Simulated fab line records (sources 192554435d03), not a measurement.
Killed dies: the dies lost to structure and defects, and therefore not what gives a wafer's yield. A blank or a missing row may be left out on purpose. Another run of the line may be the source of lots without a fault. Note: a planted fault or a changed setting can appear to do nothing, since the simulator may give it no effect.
8D (eight disciplines) problem report, filled in by code | flow n5-finfet | the parts of the form that need people (team, actions taken, sign-off) are left out

## 1. WHAT IS WRONG
A mean of 375.2 s is read at N5_BEOL_M15_ILD_DEP_00 for run-length-s, taken on 1 wafer of 1 lot, against 389.1 s (standard deviation 0.54) on wafers free of any fault. Measured from the usual mean, that is -26 standard deviations.
The step: deposits SiO2 from TEOS/O2, target thk 1629.3 nm, time 346.1 s.
The first sign was on wafer L940.1 at day 14 00:42, on pecvd-01. At this step, 9 wafers from 3 lots have a number in the record. By rule, "out" or "out of limits" means more than 4 standard deviations away from the usual mean. Any other wafer with a number is counted as sound.

## 2. WHAT IT IS, WHAT IT ISN'T
question                    | is                | is not
which readings at this step | run-length-s      | chamber-pressure-Torr, heater-power-w, showerhead-plenum-p-Torr, throttle-valve-pct
which lots                  | L940              | L937, L954
which wafers of those lots  | L940.1            | L940.3, L940.4
read on which tools         | pecvd-01          | pecvd-04
when                        | from day 14 00:42 | up to then (5 sound wafers); but 3 sound wafers of L954 came after

## 3. WHAT RULES OUT EACH SUSPECT
Counting: a tool at a process step up to the reading stays a suspect if it ran every lot that is out. Sound lots after the first of them don't rule it out here, since some wafers of a struck lot are sound.
- pecvd-01 at N5_BEOL_M15_ILD_DEP_00 (deposits SiO2 from TEOS/O2, target thk 1629.3 nm, time 346.1 s): kept. It ran the lot that is out, L940 (day 14 00:42); its last sound lot up to then is L937 (day 13 07:56). Its own readings are out on those wafers: run-length-s.
- In pecvd-01 at N5_BEOL_M15_ILD_DEP_00, the wafers that are out were processed in chamber 0 and their sound lot-mates in chambers 1, 2.
Remaining after the count: pecvd-01 at N5_BEOL_M15_ILD_DEP_00.

## 4. THE CAUSE (what the simulator had put in)
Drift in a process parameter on pecvd-01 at N5_BEOL_M15_ILD_DEP_00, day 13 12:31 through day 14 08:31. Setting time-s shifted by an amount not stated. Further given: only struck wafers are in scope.
Only this tool survived the counting.

## 5. SEQUENCE OF EFFECTS, ordered by route
Each row: a reading whose mean over the struck wafers that have a number lies more than 3 standard deviations from the usual. Readings are gone through only where the record gives a usual standard deviation; hours: the median, over the lots, of the time from a lot's start at the first step in this table giving one to that lot's start at this step; sigmas: the change measured in usual standard deviations.
hours | step                    | reading      | usual   | on struck wafers | change | sigmas
0     | N5_BEOL_M15_ILD_DEP_00  | run-length-s | 389.1 s | 375.2            | -13.9  | -26
0     | N5_BEOL_M15_THK_MEAS_01 | M15_ILD_THK  | 1632 nm | 1538             | -94    | -3.6
Process steps it contains:
- N5_BEOL_M15_ILD_DEP_00: deposits SiO2 from TEOS/O2, target thk 1629.3 nm, time 346.1 s.

## 6. HOW IT WOULD HAVE BEEN CAUGHT EARLIER
First out-of-limits reading in this record: day 14 00:42, which is 12 hours after fault onset at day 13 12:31.
